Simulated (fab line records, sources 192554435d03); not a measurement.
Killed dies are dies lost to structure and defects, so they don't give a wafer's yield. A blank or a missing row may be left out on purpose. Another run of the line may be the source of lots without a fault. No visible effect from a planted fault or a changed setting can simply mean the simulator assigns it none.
A struck lot beside a sound one / flow n5 finfet / 29 out of 1938 route steps
Sound: these wafers, L180.2, L180.3, L180.6. Struck: wafers L172.1, L172.3, L172.5. The cause is named last.
For every step that has rows: the tool of each side, followed by ch and its chambers, followed by its first start. Under that, the readings that differ: sound wafers / struck wafers / difference of the means / sigmas: that difference in standard deviations of wafers without a fault.
alike: same words and numbers on both sides, and readings whose means sit less than 2 such deviations apart. not compared: any withheld reading, any reading some wafer has no value for, any bound like >300 that may hide the same value, and any number with overlapping values for which the record gives no deviation.
The two part at a step that has a row with sigmas, a row that says differs or no value, or rows on one side only. When numbers do not overlap yet have no deviation, they are printed without sigmas and do not part them. Lack of a reading on every wafer of one side parts them only where that side has two or more wafers.

first, 11 steps without rows for these wafers: N5_GATE_CUT_ETCH_56 (etches TiN in Cl2/Ar, target depth 21.6 nm); N5_GATE_CUT_ETCHBACK_30 (etches TiN in Cl2/Ar, target depth 3 nm); N5_GATE_CUT_VAPOR_ETCH_60 (etches HfO2 in BCl3/Cl2); N5_GATE_CUT_ETCH_58 (etches SiNx in CH3F/O2, target depth 17 nm, time 128.6 s); N5_GATE_CUT_STRIP_59 (strips in N2/H2, time 20 s); N5_GATE_CUT_PRECLEAN_31 (cleans in DIW, time 300 s); N5_GATE_CUT_SRD_32 (time 30 s); N5_GATE_CUT_SAC_CAP_01 (material SiNx, target thk 24 nm, pulse time 1 s, ald cycles 480); N5_GATE_CUT_PECVD_57 (deposits SiNx from SiH4/NH3/N2, target thk 21 nm); N5_GATE_CUT_CMP_02 (polishes, stops on SiO2, t overpolish 12.7 s, target thk 0 nm); N5_GATE_CUT_HM_DEP_46 (deposits SiO2 from TEOS/O2, target thk 130 nm, time 26.6 s).
N5_GATE_CUT_COAT_34: time 60 s, resist thk 60 nm.
  sound on litho track-05 ch 0, day 7 23:40; struck on litho track-02 ch 0, day 5 22:27
reading=spin speed rpm (rpm); sound=1500.2 1499.7 1500.6; struck=1395.0 1391.8 1392.6; difference=-107.0; sigmas=-97
reading=model.SOC_of_GATE_CUT_COAT_34.thk nm (nm); sound=59.8 59.8 59.6; struck=62.6 62.6 62.4; difference=+2.8; sigmas=
  alike: resist line temp C
then, 11 steps without rows for these wafers: N5_GATE_CUT_COAT_35 (time 60 s, resist thk 10 nm); N5_GATE_CUT_COAT_27 (time 60 s, resist thk 10 nm); N5_GATE_CUT_COAT_07 (resist thk 30 nm); N5_GATE_CUT_EBR_09; N5_GATE_CUT_SOFTBAKE_08 (time 60 s); N5_GATE_CUT_EXPOSE_10 (exposes mask GATE CUT, target cd 20 nm); N5_GATE_CUT_PEB_11 (peb time 60 s); N5_GATE_CUT_DEVELOP_12 (develop time 30 s); N5_GATE_CUT_DESCUM_18 (chemistry O2, time 7 s); N5_GATE_CUT_ETCH_28 (etches underlayer in N2/H2, target depth 13 nm, time 10.4 s); N5_GATE_CUT_ETCH_36 (etches SiARC in CF4, target depth 13 nm, time 21.7 s).
N5_GATE_CUT_ETCH_37: etches SOC in N2/H2, target depth 60 nm, overetch 12 nm, time 90 s.
  sound on rie diel-04 ch 1,3, day 8 00:08; struck on rie diel-04 ch 2,3, day 5 23:05
reading=model.etch.depth nm (nm); sound=59.74 59.79 59.68; struck=62.62 62.6 62.39; difference=+2.80; sigmas=
  alike: bias w, drypump motor current A, oes product au, rf vpp V, showerhead plenum p Torr, throttle valve pct
  not compared: rf hours counter h
then, 2 steps without rows for these wafers: N5_GATE_CUT_STRIP_38 (strips in N2/H2); N5_GATE_CUT_STRIP_39 (strips in N2/H2).
N5_GATE_CUT_HM_OPEN_40: chemistry C4F6/O2, target SiO2, target depth 139 nm, time 85.1 s.
  sound on rie diel-04 ch 1,3, day 8 00:13; struck on rie diel-04 ch 2,3, day 5 23:10
reading=throttle valve pct (%); sound=20.49 20.69 20.49; struck=20.65 21.19 21.18; difference=+0.45; sigmas=+2
reading=model.SOC_of_GATE_CUT_COAT_34.thk nm (nm); sound=33 32.6 32.4; struck=35.4 35.4 34.6; difference=+2.5; sigmas=
  alike: bias w, drypump motor current A, etch rf on time s, mfc ar sccm, oes product au, rf vpp V, showerhead plenum p Torr
  not compared: rf hours counter h
then, 1 step without rows for these wafers: N5_GATE_CUT_STRIP_41 (strips in CF4).
-- a jump in the record: the struck wafers' starts before and after are 7 days apart (it breaks off in module GATE_CUT and resumes in module PASSIVATION, where the first step shown is number 1936 of the route) --
N5_PASSIVATION_PROBE_49:
  the record has rows for the struck wafers here (prober-01, day 13 09:14) and none for the sound ones

== WHERE THEY PART ==
Earliest at N5_GATE_CUT_COAT_34; latest, in this record, at N5_PASSIVATION_PROBE_49.

WHY: what had been put in by the simulator
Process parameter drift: litho track-02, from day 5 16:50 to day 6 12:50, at N5_GATE_CUT_COAT_34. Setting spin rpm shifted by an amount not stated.
